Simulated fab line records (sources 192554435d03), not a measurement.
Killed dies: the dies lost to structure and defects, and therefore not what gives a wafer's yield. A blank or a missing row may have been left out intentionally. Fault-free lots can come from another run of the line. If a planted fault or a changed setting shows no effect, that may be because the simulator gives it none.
A single fault, viewed from 2 desks + flow n5-finfet + only its own numbers are on each desk; what lay behind them is given at the end

FOR THE TOOL OWNER'S DESK: rie-diel-02
The tool's own readings at N5_BEOL_M6_VIA_ETCH_34 (etches SiCOH lowk in C4F6/O2, target depth 126.3 nm, time 50.9 s): means of the sampled wafers that have a number, for each lot that ran on this tool. Any lot whose mean is over 4 standard deviations away from the usual mean is out of limits and marked OUT; that distance is given in the brackets.
Columns: A = drypump-motor-current-A at N5_BEOL_M6_VIA_ETCH_34, usual 5.64 A; B = oes-product-au at N5_BEOL_M6_VIA_ETCH_34, usual 0.75 a.u.; C = rf-vpp-V at N5_BEOL_M6_VIA_ETCH_34, usual 662 V; D = showerhead-plenum-p-Torr at N5_BEOL_M6_VIA_ETCH_34, usual 2.85 Torr; E = throttle-valve-pct at N5_BEOL_M6_VIA_ETCH_34, usual 20.92 %
| lot  | first seen here | A    | B    | C   | D    | E     |
|------|-----------------|------|------|-----|------|-------|
| L635 | day 9 13:02     | 5.61 | 0.70 | 669 | 2.84 | 20.89 |
| L642 | day 11 07:06    | 5.67 | 0.56 | 667 | 2.84 | 21.03 |
This desk found nothing out of limits on any of the 2 lots.

AT THE METROLOGY DESK
Means of the sampled wafers that have a number, per lot and without regard to the tool the lot ran on: this is what the gauges read. Any lot whose mean is over 4 standard deviations away from the usual mean is out of limits and marked OUT; that distance is given in the brackets.
Columns: A = M6_ILD_THK at N5_BEOL_M6_THK_MEAS_01, usual 154.4 nm; B = cd-nm at N5_BEOL_M6_CD_MEAS_35, usual 39.8 nm
| lot  | first seen here | A     | B    |
|------|-----------------|-------|------|
| L634 | day 8 20:21     | 150.2 | 39.6 |
| L636 | day 8 23:06     | 153.9 | 39.4 |
| L635 | day 9 07:23     | 151.6 | 39.7 |
| L637 | day 9 11:20     | 152.4 | 39.5 |
| L638 | day 9 15:50     | 153.1 | 39.1 |
| L642 | day 11 02:55    | 154.3 | 40.2 |
| L647 | day 12 05:34    | 155.1 | 39.6 |
| L651 | day 12 08:17    | 155.5 | 39.2 |
| L652 | day 13 06:29    | 156.0 | 39.7 |
| L653 | day 13 12:17    | 153.9 | 40.1 |
| L655 | day 13 17:47    | 157.4 | 39.1 |
| L657 | day 14 11:22    | 155.4 | 40.0 |
| L656 | day 14 11:36    | 154.1 | 39.6 |
This desk found nothing out of limits on any of the 13 lots.

BROUGHT TOGETHER
The tool owner's desk saw nothing out of limits.
The metrology desk saw nothing out of limits.

WHAT THE SIMULATOR PUT IN
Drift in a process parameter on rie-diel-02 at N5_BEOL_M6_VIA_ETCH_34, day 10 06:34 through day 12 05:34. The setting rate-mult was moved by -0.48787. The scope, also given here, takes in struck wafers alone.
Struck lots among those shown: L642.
